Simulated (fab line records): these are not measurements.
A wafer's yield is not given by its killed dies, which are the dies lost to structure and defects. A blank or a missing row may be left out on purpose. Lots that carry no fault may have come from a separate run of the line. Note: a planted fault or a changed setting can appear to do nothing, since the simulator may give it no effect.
Matching of chambers ; flow nandHarc ; rieDiel-07 running NHARC_P_M0_STRIP_18: 4 sister chambers
The step strips in N2/H2. 8 wafers are shown with their chamber, then 7 later ones without.

## EACH WAFER AND ITS CHAMBER
wafer;chamber;throttleValvePct (%);rfVppV (V)
L081.5;0;14.177;91.2
L082.2;2;14.158;89.7
L082.3;3;14.167;90.1
L088.4;1;14.171;91.8
L088.5;3;14.174;90.7
L088.6;2;14.168;90.2
L085.2;1;14.190;90.3
L085.3;0;14.165;89.4

## WAFERS WITHOUT THEIR CHAMBER
wafer;throttleValvePct (%);rfVppV (V)
L085.5;14.155;91.0
L095.1;14.164;89.8
L095.2;14.155;90.6
L095.5;14.171;93.9
L097.1;14.167;91.4
L097.2;14.168;90.2
L097.4;14.163;92.5

## CHAMBER TAKEN BY EACH
wafer;from the rows above;in truth
L085.5;can't be placed: 2 or 3 or 0 or 1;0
L095.1;can't be placed: 2 or 0 or 3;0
L095.2;can't be placed: 2 or 3 or 0 or 1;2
L095.5;can't be placed: 1 or 3 or 0 or 2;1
L097.1;can't be placed: 3 or 0 or 1 or 2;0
L097.2;can't be placed: 0 or 3 or 2 or 1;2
L097.4;can't be placed: 3 or 1 or 0 or 2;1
Correctly placed: 0 of 7. Cannot be placed on the basis of these rows: 7; the candidates contain the true chamber in 7. 0 placed wrongly.
How it was worked out, from the rows above alone: a wafer's distance from a chamber is the root of the sum, over the readings, of the square of ((its reading less the chamber's mean) divided by the reading's scatter). The wafer belongs to the nearest chamber; if the next one is less than 2 further off, it can't be placed. The mean given for a chamber averages the wafers shown for that chamber. The scatter: take each reading less its chamber's mean, square it, sum over the shown wafers, divide by the number of wafers less the number of chambers, and take the root.
